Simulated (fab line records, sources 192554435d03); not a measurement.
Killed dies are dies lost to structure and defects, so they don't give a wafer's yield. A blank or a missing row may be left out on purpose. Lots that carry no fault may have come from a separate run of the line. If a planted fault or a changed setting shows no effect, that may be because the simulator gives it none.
8D (eight disciplines) problem report, filled in by code || flow n5 finfet || the parts of the form that need people (team, actions taken, sign-off) are left out

== 1. PROBLEM STATEMENT ==
On 2 wafers of 1 lot, chamber pressure mTorr at N5_BEOL_M15_STRIP_64 has a mean of 21.010 mTorr; fault-free wafers read 30.000 mTorr, standard deviation 0.027. That is -99 or more standard deviations from the usual mean.
The step: strips in O2.
Earliest sighting: wafer L588.3 on rie diel-05 at day 15 10:00. The record holds 30 wafers of 10 lots with a number at this step. Rule for "out", or "out of limits": more than 4 standard deviations from the usual mean. The other wafers with a number count as sound.

== 2. WHAT IT IS AND WHAT IT IS NOT ==
{"question": "which readings at this step", "is": "chamber pressure mTorr", "is not": "drypump motor current A, oes product au, rf vpp V, showerhead plenum p Torr, throttle valve pct"}
{"question": "which lots", "is": "L588", "is not": "L583, L586, L590, L599, L600, L601, L602, L604, L605"}
{"question": "which wafers of those lots", "is": "L588.3, L588.6", "is not": "L588.5"}
{"question": "read on which tools", "is": "rie diel-05", "is not": "rie diel-02, rie diel-03"}
{"question": "when", "is": "from day 15 10:00", "is not": "up to then (10 sound wafers); but 18 sound wafers of L599, L600, L601, L602, L604, L605 came after"}

== 3. THE SUSPECTS, EACH WITH WHAT RULES IT OUT ==
Counting: if a tool at a process step up to the reading ran every lot that is out, it stays a suspect. Sound lots after the first of them don't rule it out here, since some wafers of a struck lot are sound.
- rtp anneal-01 at N5_BEOL_M14_ANNEAL_48 (time 90 s): kept. It processed L588, the lot that is out, at day 15 08:53, and its most recent sound lot before then was L590 at day 15 01:29.
- cmp-01 at N5_BEOL_M14_CMP_49 (polishes, stops on SiO2, t overpolish 5.2 s, target thk 560 nm): kept. It ran the lot that is out, L588 (day 15 09:05).
- rie diel-05 at N5_BEOL_M15_DESCUM_15 (chemistry O2, time 7.9 s): kept. It processed L588, the lot that is out, at day 15 10:21, and its most recent sound lot before then was L583 at day 14 04:34.
- rie diel-05 at N5_BEOL_M15_STRIP_64 (strips in O2): kept. It processed L588, the lot that is out, at day 15 10:00, and its most recent sound lot before then was L583 at day 14 04:00. On those wafers its own readings are out: chamber pressure mTorr.
- The sound lot-mates ran in chamber 3 of cmp-01 at N5_BEOL_M14_CMP_49, but the wafers that are out ran in chamber 2.
- The sound lot-mates ran in chamber 1 of rie diel-05 at N5_BEOL_M15_DESCUM_15, but the wafers that are out ran in chamber 2.
- The sound lot-mates ran in chamber 1 of rie diel-05 at N5_BEOL_M15_STRIP_64, but the wafers that are out ran in chamber 2.
Left after counting: rtp anneal-01 at N5_BEOL_M14_ANNEAL_48, cmp-01 at N5_BEOL_M14_CMP_49, rie diel-05 at N5_BEOL_M15_DESCUM_15, rie diel-05 at N5_BEOL_M15_STRIP_64.

== 4. THE CAUSE (what the simulator had put in) ==
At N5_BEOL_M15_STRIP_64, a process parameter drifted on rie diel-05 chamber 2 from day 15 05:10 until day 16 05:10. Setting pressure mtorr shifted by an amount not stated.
4 suspects survive the count, and this tool is in that group.

== 5. THE EFFECT CHAIN, in route order ==
One row per reading whose mean, taken over the struck wafers that have a number, lies over 3 standard deviations from the usual. Readings are gone through only where the record gives a usual standard deviation; hours: the median, over the lots, of the time from a lot's start at the first step in this table giving one to that lot's start at this step; sigmas: the change measured in usual standard deviations.
{"hours": 0, "step": "N5_BEOL_M15_STRIP_64", "reading": "chamber pressure mTorr", "usual": "30.000 mTorr", "on struck wafers": 21.010, "change": -8.990, "sigmas": "-99 or more"}
It contains these process steps:
- N5_BEOL_M15_STRIP_64: strips in O2.

== 6. HOW IT WOULD HAVE BEEN CAUGHT EARLIER ==
First out-of-limits reading in this record: day 15 10:00, which is 5 hours after fault onset at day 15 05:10.
